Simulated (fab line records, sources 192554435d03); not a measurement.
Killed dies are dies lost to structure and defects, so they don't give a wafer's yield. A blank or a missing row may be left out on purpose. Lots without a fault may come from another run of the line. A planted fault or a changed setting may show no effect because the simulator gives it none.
A struck lot beside a sound one | flow n5_finfet | 35 steps out of a route of 1938
Sound: wafers L330.2, L330.3, L330.4. Struck: wafers L340.4, L340.5, L340.6. The cause comes at the end.
At each step with rows: each side's tool, then ch and its chambers, then its first start. Under that, the readings that differ: sound wafers | struck wafers | difference of the means | sigmas: that difference in standard deviations of wafers without a fault.
alike: readings whose means differ by less than 2 such deviations, and words and numbers that are the same on both sides. not compared: withheld readings, readings that some wafer has no value for, bounds like >300 that may hide the same value, and numbers for which the record gives no deviation and whose values overlap.
The two part at a step that has a row with sigmas, a row that says differs or no value, or rows on one side only. Numbers that don't overlap but have no deviation are shown without sigmas and don't part them. A reading that every wafer of one side lacks parts them only if that side has two wafers or more.

first, 12 steps without rows for these wafers: N5_BEOL_M4_ANNEAL_82 (time 240 s); N5_BEOL_M4_SPUTTER_86 (material Cu, target thk 4.5 nm, time 8.29 s); N5_BEOL_M4_ANNEAL_87 (time 240 s); N5_BEOL_M4_SPUTTER_88 (material Cu, target thk 4.5 nm, time 8.29 s); N5_BEOL_M4_ANNEAL_89 (time 240 s); N5_BEOL_M4_SPUTTER_90 (material Cu, target thk 4.5 nm, time 8.29 s); N5_BEOL_M4_ANNEAL_91 (time 240 s); N5_BEOL_M4_SPUTTER_92 (material Cu, target thk 4.5 nm, time 8.29 s); N5_BEOL_M4_ANNEAL_93 (time 240 s); N5_BEOL_M4_SPUTTER_94 (material Cu, target thk 4.5 nm, time 8.29 s); N5_BEOL_M4_ANNEAL_95 (time 240 s); N5_BEOL_M4_SPUTTER_96 (material Cu, target thk 4.5 nm, time 8.29 s).
N5_BEOL_M4_ECD_50: material Cu, target thk 300 nm.
  sound on ecd_cu-01 ch 0,1, day 9 00:15; struck on ecd_cu-01 ch 0,1, day 11 13:28
then, 21 steps without rows for these wafers: N5_BEOL_M4_ANNEAL_51 (time 90 s); N5_BEOL_M4_CMP_52 (polishes, stops on SiOC, t overpolish 6.8 s, target thk 40 nm); N5_BEOL_M4_PRE_CLEAN_60 (time 15 s); N5_BEOL_M4_CO_CAP_55 (material Co, precursor CCTBA/H2, target thk 2 nm, time 102.1 s); N5_BEOL_M4_PRE_CLEAN_56 (time 15 s); N5_BEOL_M4_DEP_57 (deposits SiCN from 3MS/NH3, target thk 8 nm, time 14 s); N5_BEOL_M5_ILD_DEP_00 (deposits SiCOH lowk from DEMS/porogen, target thk 140.64 nm, time 25.9 s); N5_BEOL_M5_CURE_79 (cures SiCOH lowk, time 240 s); N5_BEOL_M5_PECVD_70 (deposits SiO2 from TEOS/O2, target thk 16 nm, time 18 s); N5_BEOL_M5_HM_DEP_02 (deposits TiN, target thk 20 nm); N5_BEOL_M5_COAT_59 (time 60 s, resist thk 60 nm); N5_BEOL_M5_COAT_60 (time 60 s, resist thk 12 nm); N5_BEOL_M5_COAT_71 (time 60 s, resist thk 5 nm); N5_BEOL_M5_COAT_05 (resist thk 30 nm); N5_BEOL_M5_EBR_07; N5_BEOL_M5_SOFTBAKE_06 (time 60 s); N5_BEOL_M5_EXPOSE_08 (exposes mask M5, target cd 28 nm); N5_BEOL_M5_PEB_09 (peb time 60 s); N5_BEOL_M5_DEVELOP_10 (develop time 30 s); N5_BEOL_M5_DESCUM_16 (chemistry O2, time 7 s); N5_BEOL_M5_ETCH_72 (etches underlayer in N2/H2, target depth 6.5 nm, time 5.2 s).
-- the record jumps here: 4 days lie between the struck wafers' starts before and after (it left off in module BEOL_M5 and takes up again in module PASSIVATION, whose first step shown is number 1936 of the route) --
N5_PASSIVATION_PROBE_49:
  sound on prober-01, day 13 20:07; struck on prober-02, day 15 22:31
  reading                  | sound          | struck         | difference | sigmas
  defect_limited_yield (%) | 87.3 89.8 86.4 | 53.0 52.5 55.8 | -34.1      | -21
  killed_at_M0_to_M3       | 56 26 70       | 23 27 32       | -23        | -2
  killed_at_M4_up          | 12 11 16       | 492 484 446    | +461       | +87
  killed_at_contacts       | 25 28 26       | 8 9 7          | -18        | -3
  killed_dies              | 150 120 160    | 555 561 522    | +403       | +21
  killed_on_rim            | 20 12 18       | 74 70 71       | +55        | +14
  killed_open              | 106 78 107     | 48 61 54       | -43        | -3
  sort_bin_5_function (%)  | 7.7 5.7 6.8    | 29.6 30.7 27.8 | +22.6      | +23
  sort_bin_6_memory (%)    | 4.7 4.3 6.2    | 15.0 13.3 13.6 | +8.9       | +11
  sort_n_pass              | 1030 1060 1020 | 625 619 658    | -403       | -21
  sort_yield_pct (%)       | 87.3 89.8 86.4 | 53.0 52.5 55.8 | -34.1      | -21
  alike: killed_at_front_end, killed_at_other, killed_short, sort_bin_4_leakage, sort_bin_8_speed

WHERE THEY PART
Only at N5_PASSIVATION_PROBE_49, within this record.

WHY: what the simulator had put in
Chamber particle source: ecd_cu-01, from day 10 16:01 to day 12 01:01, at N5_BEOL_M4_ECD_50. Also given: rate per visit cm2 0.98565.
